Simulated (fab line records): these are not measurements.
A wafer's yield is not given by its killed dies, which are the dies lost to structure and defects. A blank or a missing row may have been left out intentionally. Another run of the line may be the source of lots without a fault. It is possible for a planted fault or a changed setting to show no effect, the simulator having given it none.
Struck lot and sound lot, side by side / flow n5 finfet / 17 out of 1938 route steps
Sound: wafers L727.1, L727.4, L727.5. Struck: wafer L737.5 (left out: L737.3, L737.6 of the same lot, which were not struck); the cause appears at the end.
Per side, at each step with rows, come the tool, then ch with its chambers, and then its first start. Under that, the readings that differ: sound wafers / struck wafers / difference of the means / sigmas: that difference in standard deviations of wafers without a fault.
alike: readings whose means differ by less than 2 such deviations, and words and numbers that are the same on both sides. not compared: withheld readings, readings that some wafer has no value for, bounds like >300 that may hide the same value, and numbers for which the record gives no deviation and whose values overlap.
Wherever a step has rows on one side only, a row that says differs or no value, or a row with sigmas, the two part there. When numbers do not overlap yet have no deviation, they are printed without sigmas and do not part them. A reading that every wafer of one side lacks parts them only if that side has two wafers or more.

first, 4 steps without rows for these wafers: N5_BEOL_M11_HM_STRIP_39 (strips TiN in peroxide tin strip, target depth 25 nm, time 158 s); N5_BEOL_M11_SRD_40 (time 30 s); N5_BEOL_M11_PRECLEAN_42 (cleans in residue remover, time 60 s); N5_BEOL_M11_SRD_43 (time 30 s).
N5_BEOL_M11_CD_MEAS_35 targets a cd of 70 nm.
  struck on cd sem-02, day 15 09:32; sound on cd sem-03, day 13 10:13
  alike: cd nm
N5_BEOL_M11_CURE_72: cures SiCOH lowk, time 120 s.
  sound on uv cure-03 ch 2, day 13 10:16; struck on uv cure-03 ch 1, day 15 09:40
  alike: lamp power pct, wafer_temp_C_max
N5_BEOL_M11_DEGAS_44: time 60 s.
  struck on pvd sputter-02, day 15 11:04; sound on pvd sputter-02, day 13 10:35
  alike: heater power w
N5_BEOL_M11_PRE_CLEAN_45: time 30 s.
  struck on pvd sputter-02, day 15 11:07; sound on pvd sputter-02, day 13 10:37
  alike: heater power w
N5_BEOL_M11_ALD_74: deposits TaN, target thk 2 nm, pulse time 2 s, purge time 3 s.
  sound on ald metal-04 ch 0,2,3, day 13 10:41; struck on ald metal-03 ch 0, day 15 11:11
  alike: heater power w
then, 2 steps without rows for these wafers: N5_BEOL_M11_SURFACE_TREAT_76; N5_BEOL_M11_CVD_75 (deposits Co from CCTBA/H2, target thk 2 nm, time 138.9 s).
N5_BEOL_M11_SPUTTER_48: material Cu, target thk 12 nm, time 2 s.
  struck on pvd sputter-01, day 15 11:47; sound on pvd sputter-03, day 13 11:17
reading=chuck gas flow sccm (sccm); sound=1.25 1.36 1.30; struck=1.14; difference=-0.16; sigmas=-3
  alike: bias v, throttle valve pct
N5_BEOL_M11_ECD_50: material Cu, target thk 318 nm.
  sound on ecd cu-02 ch 0,1, day 13 11:24; struck on ecd cu-01 ch 1, day 15 11:56
reading=model.Cu_of_BEOL_M11_ECD_50.thk nm (nm); sound=319.6 321.2 319.2; struck=491; difference=+171; sigmas=
then, 1 step without rows for these wafers: N5_BEOL_M11_ANNEAL_51 (time 90 s).
N5_BEOL_M11_CMP_52: polishes, stops on SiCOH lowk, t overpolish 7 s, target thk 140 nm.
  sound on cmp-04 ch 0,1,3, day 13 11:50; struck on cmp-04 ch 1, day 15 12:30
reading=time to endpoint s (s); sound=64 67 62; struck=101; difference=+37; sigmas=+10
  alike: clearing platen rpm, motor current A
  not compared: pad life wafers
N5_BEOL_M11_THK_MEAS_53: measures by xrf.
  struck on film metro-01, day 15 12:46; sound on film metro-01, day 13 12:06
  alike: M11_THK
following that, these wafers have no rows for 1 step: N5_PASSIVATION_PROBE_49.

WHERE THEY PART
At N5_BEOL_M11_SPUTTER_48 first; at N5_BEOL_M11_CMP_52 last (within this record only). Later steps at which nothing parts them and some readings are alike: N5_BEOL_M11_THK_MEAS_53.

WHY: whatever the simulator had introduced
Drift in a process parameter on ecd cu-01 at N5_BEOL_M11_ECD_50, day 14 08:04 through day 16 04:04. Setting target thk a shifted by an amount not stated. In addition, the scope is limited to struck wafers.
